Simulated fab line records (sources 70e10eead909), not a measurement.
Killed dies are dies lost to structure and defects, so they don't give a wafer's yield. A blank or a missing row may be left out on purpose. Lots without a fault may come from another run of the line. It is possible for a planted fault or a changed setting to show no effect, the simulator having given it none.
A lot that was struck, set against a sound lot    flow nand-harc    14 out of 1302 route steps
Sound: wafers L929.2, L929.4, L929.5. Struck: wafer L933.6; the same lot's L933.3 was not struck, so it is left out; see the end for the cause.
At each step with rows: each side's tool, then ch and its chambers, then its first start. Under that, the readings that differ: sound wafers    struck wafers    difference of the means    sigmas: that difference in standard deviations of wafers without a fault.
alike: readings with means less than 2 such deviations apart, plus words and numbers identical on both sides. not compared: withheld readings, readings lacking a value on some wafer, bounds such as >300 that could conceal the same value, and numbers that have no deviation in the record and whose values overlap.
Wherever a step has rows on one side only, a row that says differs or no value, or a row with sigmas, the two part there. Numbers that have no deviation but don't overlap get no sigmas and don't part them. A reading that every wafer of one side lacks parts them only if that side has two wafers or more.

first, 7 steps without rows for these wafers: NHARC_P_BONDPAD_COAT_36 (time 65 s); NHARC_P_BONDPAD_COAT_03 (resist thk 600 nm); NHARC_P_BONDPAD_SOFTBAKE_04 (time 70 s); NHARC_P_BONDPAD_EBR_05; NHARC_P_BONDPAD_EXPOSE_06 (exposes mask P BPAD); NHARC_P_BONDPAD_PEB_07 (peb time 80 s); NHARC_P_BONDPAD_DEVELOP_08 (time 50 s).
NHARC_P_BONDPAD_CD_MEAS_09: target cd 500 nm.
  sound on cd-sem-03 ch 0, day 7 09:17; struck on cd-sem-03 ch 0, day 9 08:56
  alike: cd-nm
NHARC_P_BONDPAD_OVL_MEAS_38:
  sound on overlay-02, day 7 09:22; struck on overlay-02, day 9 09:01
  alike: overlay-x-nm, overlay-y-nm
then, 1 step without rows for these wafers: NHARC_P_BONDPAD_HARDBAKE_10 (time 65 s).
NHARC_P_BONDPAD_DESCUM_11: chemistry O2, time 3 s.
  sound on rie-diel-02 ch 2,3, day 7 09:29; struck on rie-diel-10 ch 3, day 9 09:10
reading                          sound           struck  difference  sigmas
showerhead-plenum-p-Torr (Torr)  1.78 1.87 1.78  2.00    +0.19       +2
  alike: chamber-pressure-mTorr, drypump-motor-current-A, oes-product-au, rf-vpp-V, throttle-valve-pct
  not compared: rf-hours-counter-h
NHARC_P_BONDPAD_ETCH_37: etches the open film in N2/H2, target depth 60 nm, overetch 18 nm, time 65.91 s.
  sound on rie-diel-02 ch 2,3, day 7 09:34; struck on rie-diel-10 ch 1, day 9 09:15
reading                          sound                 struck  difference  sigmas
rf-vpp-V (V)                     428.7 426.0 428.9     432.9   +5.0        +2
showerhead-plenum-p-Torr (Torr)  2.00 1.90 2.00        2.14    +0.17       +2
throttle-valve-pct (%)           14.154 14.182 14.172  14.150  -0.019      -2
  alike: chamber-pressure-mTorr, drypump-motor-current-A, oes-product-au, run-length-s
  not compared: rf-hours-counter-h
NHARC_P_BONDPAD_ETCH_12: etches the open film in CHF3/O2, target depth 200 nm, time 100 s.
  sound on rie-diel-02 ch 1,2,3, day 7 09:40; struck on rie-diel-10 ch 3, day 9 09:20
reading           sound              struck  difference  sigmas
rf-vpp-V (V)      370.1 371.7 367.0  374.4   +4.8        +2
run-length-s (s)  121.3 120.6 121.3  114.8   -6.3        -16
  alike: chamber-pressure-mTorr, drypump-motor-current-A, oes-product-au, showerhead-plenum-p-Torr, throttle-valve-pct
  not compared: rf-hours-counter-h
NHARC_P_BONDPAD_CD_MEAS_13:
  sound on cd-sem-03, day 7 09:49; struck on cd-sem-03, day 9 09:28
  alike: cd-nm

== WHERE THEY PART ==
Last at NHARC_P_BONDPAD_ETCH_12 as far as this record goes, first at NHARC_P_BONDPAD_DESCUM_11. Later steps at which nothing parts them and some readings are alike: NHARC_P_BONDPAD_CD_MEAS_13.

WHY: the cause the simulator had injected
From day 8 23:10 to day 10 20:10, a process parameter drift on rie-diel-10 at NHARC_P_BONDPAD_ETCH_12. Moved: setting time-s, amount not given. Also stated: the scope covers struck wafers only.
